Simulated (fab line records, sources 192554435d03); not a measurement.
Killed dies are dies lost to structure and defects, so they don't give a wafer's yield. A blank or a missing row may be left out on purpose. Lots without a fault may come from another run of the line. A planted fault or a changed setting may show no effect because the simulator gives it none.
Which tool did it? | flow n5_finfet | 12 lots, 36 wafers sampled, at 1 step of a route of 1938

WHAT THE GAUGES READ, wafer by wafer
N5_BEOL_M6_OVL_MEAS_12.
lot  | measured     | on         | M6_OVL (nm)
L074 | day 8 06:52  | overlay-02 | 0.8 -0.7 -0.2
L077 | day 9 07:32  | overlay-01 | 0.3 0.5 -0.1
L079 | day 9 14:24  | overlay-01 | -1.3 -1.8 -1.3
L081 | day 10 10:30 | overlay-01 | 0.7 -0.8 1.1
L083 | day 10 15:50 | overlay-02 | 0.7 1.4 1.0
L086 | day 11 11:21 | overlay-02 | 0.8 0.4 1.0
L085 | day 11 16:02 | overlay-02 | 1.9 0.5 1.6
L090 | day 12 23:44 | overlay-02 | 1.4 0.7 0.0
L091 | day 13 04:38 | overlay-01 | 0.7 -0.1 0.4
L092 | day 14 00:46 | overlay-02 | 0.6 0.3 0.8
L095 | day 14 09:41 | overlay-01 | -0.2 0.2 0.2
L097 | day 15 06:19 | overlay-02 | -0.9 -1.0 0.5

WHICH TOOL RAN EACH LOT (tool, then ch and the chambers of the sampled wafers, then the start)
The record holds no process step before these readings.

THE ANSWER, worked out from the rows above alone
Rule: what is usual is taken from the lots themselves. Put in order of their means at a reading, lots are off if they are a third of the lots or fewer, leave a main group of 4 or more, and stand apart from it by a gap of 3 or more times the standard deviation of the main group's means; of several such gaps the widest counts. A main group whose means are all the same, to the digits that the tables above print for the reading, isn't used. A lot without any number at a reading at which 4 lots or more have one is off too. The other lots that the step has rows for count as sound.
No lot is off at any reading shown: from this, nothing can be told.

WHAT THE SIMULATOR HAD PUT IN
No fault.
